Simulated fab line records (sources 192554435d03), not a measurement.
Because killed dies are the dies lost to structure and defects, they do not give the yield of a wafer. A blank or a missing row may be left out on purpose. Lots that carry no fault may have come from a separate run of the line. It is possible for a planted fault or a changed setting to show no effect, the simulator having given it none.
Split-lot study / flow n5_finfet / 7 lots, 21 wafers read, on a route of 1938 steps

== SPLIT DETAILS ==
At N5_ZERO_LAYER_EXPOSE_08 (exposes mask ZERO, defocus 0 nm, target cd 2000 nm), the setting dose_mj was moved away from the recipe's 16.2 on 5 of the 21 wafers read, by +2.4% to +7.3%. The other wafers ran this setting at the recipe's value.

== FROM THE SPLIT TO THE READING: what the file shows between them, 3 steps ==
- N5_ZERO_LAYER_PEB_09
- N5_ZERO_LAYER_DEVELOP_10: develop time 60 s
- N5_ZERO_LAYER_HARDBAKE_23: time 120 s

== THE READING ==
cd_nm at N5_ZERO_LAYER_CD_MEAS_11, given in nm (cd target 2000 nm). A value of 1999.9 nm with a standard deviation of 1.3 nm is what fault-free wafers of this fab line usually give.

wafer=L076.2; tool, chamber at the split=krf_scanner-01, 0; dose_mj as run=16.2; against the recipe=recipe; cd_nm, nm=1999.3; against lot-mates on the recipe=-
wafer=L076.4; tool, chamber at the split=krf_scanner-01, 0; dose_mj as run=17.38; against the recipe=+7.3%; cd_nm, nm=2013.5; against lot-mates on the recipe=+13.7
wafer=L076.5; tool, chamber at the split=krf_scanner-01, 0; dose_mj as run=16.2; against the recipe=recipe; cd_nm, nm=2000.4; against lot-mates on the recipe=-
wafer=L083.3; tool, chamber at the split=krf_scanner-02, 0; dose_mj as run=16.2; against the recipe=recipe; cd_nm, nm=2000.5; against lot-mates on the recipe=-
wafer=L083.4; tool, chamber at the split=krf_scanner-02, 0; dose_mj as run=16.2; against the recipe=recipe; cd_nm, nm=1999.8; against lot-mates on the recipe=-
wafer=L083.5; tool, chamber at the split=krf_scanner-02, 0; dose_mj as run=16.2; against the recipe=recipe; cd_nm, nm=2000.3; against lot-mates on the recipe=-
wafer=L085.3; tool, chamber at the split=krf_scanner-02, 0; dose_mj as run=16.2; against the recipe=recipe; cd_nm, nm=1998.2; against lot-mates on the recipe=-
wafer=L085.4; tool, chamber at the split=krf_scanner-02, 0; dose_mj as run=16.2; against the recipe=recipe; cd_nm, nm=1998.7; against lot-mates on the recipe=-
wafer=L085.5; tool, chamber at the split=krf_scanner-02, 0; dose_mj as run=16.2; against the recipe=recipe; cd_nm, nm=1999.4; against lot-mates on the recipe=-
wafer=L086.1; tool, chamber at the split=krf_scanner-01, 0; dose_mj as run=16.2; against the recipe=recipe; cd_nm, nm=1999.1; against lot-mates on the recipe=-
wafer=L086.3; tool, chamber at the split=krf_scanner-01, 0; dose_mj as run=17.17; against the recipe=+6.0%; cd_nm, nm=2011.2; against lot-mates on the recipe=+11.4
wafer=L086.5; tool, chamber at the split=krf_scanner-01, 0; dose_mj as run=16.2; against the recipe=recipe; cd_nm, nm=2000.5; against lot-mates on the recipe=-
wafer=L088.2; tool, chamber at the split=krf_scanner-01, 0; dose_mj as run=16.59; against the recipe=+2.4%; cd_nm, nm=2006.6; against lot-mates on the recipe=no lot-mate on the recipe
wafer=L088.3; tool, chamber at the split=krf_scanner-01, 0; dose_mj as run=16.59; against the recipe=+2.4%; cd_nm, nm=2008.5; against lot-mates on the recipe=no lot-mate on the recipe
wafer=L088.6; tool, chamber at the split=krf_scanner-01, 0; dose_mj as run=16.59; against the recipe=+2.4%; cd_nm, nm=2006.1; against lot-mates on the recipe=no lot-mate on the recipe
wafer=L089.1; tool, chamber at the split=krf_scanner-02, 0; dose_mj as run=16.2; against the recipe=recipe; cd_nm, nm=1998.7; against lot-mates on the recipe=-
wafer=L089.3; tool, chamber at the split=krf_scanner-02, 0; dose_mj as run=16.2; against the recipe=recipe; cd_nm, nm=1998.1; against lot-mates on the recipe=-
wafer=L089.4; tool, chamber at the split=krf_scanner-02, 0; dose_mj as run=16.2; against the recipe=recipe; cd_nm, nm=1998.1; against lot-mates on the recipe=-
wafer=L095.2; tool, chamber at the split=krf_scanner-01, 0; dose_mj as run=16.2; against the recipe=recipe; cd_nm, nm=1999.0; against lot-mates on the recipe=-
wafer=L095.3; tool, chamber at the split=krf_scanner-01, 0; dose_mj as run=16.2; against the recipe=recipe; cd_nm, nm=1998.3; against lot-mates on the recipe=-
wafer=L095.5; tool, chamber at the split=krf_scanner-01, 0; dose_mj as run=16.2; against the recipe=recipe; cd_nm, nm=1999.1; against lot-mates on the recipe=-

FIT RESULTS
A straight line over all 21 wafers: cd_nm changes by +2.13 nm for each +1% of dose_mj; r = +0.96; the points scatter about the line by 1.4 nm.
The same after taking each lot's own level away (the mean of its wafers on the recipe; 18 wafers): +1.89 nm for each +1%; r = +0.99; scatter 0.45 nm.
That fit puts the effect of the largest move of dose_mj on the reading at 14 nm.
Across the lots, their own levels run from 1998.30 to 2000.20 nm, a range of 1.5 times the standard deviation given above.
So the lot-to-lot level changes the slope: the two fits differ.
Check: with one of the wafers moved furthest among these (+7.3%) left out of the fit, the line predicts +13.9 nm for it against its lot-mates. It came out at +13.7 nm against them.

== THESE WAFERS: OTHER SPLITS ==
Before the reading, these wafers also passed through other splits. Each is held against what the fit with the lots' levels taken away leaves over:
other split on the same wafers=N5_ZERO_LAYER_COAT_05 spin_rpm; wafers away from the commonest value=5; r with cd_nm (lot level and that fit taken away)=+0.10

== THE WHOLE CHAIN: every reading that the file lists as answering this split, in the file's order ==
step=N5_ZERO_LAYER_CD_MEAS_11; what it does=target cd 2000 nm; reading=cd_nm; change (the file's fit)=+1.88 nm for each +1% of the setting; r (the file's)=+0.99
step=N5_ZERO_LAYER_DESCUM_16; what it does=chemistry O2, time 7.9 s; reading=ZERO_LAYER.cd_nm (the simulator's own value, which no gauge read); change (the file's fit)=+1.96 nm for each +1% of the setting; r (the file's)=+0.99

== THE FILE'S OWN FIT ==
cd_nm changes by +1.88 nm for each +1% of dose_mj, r = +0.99.
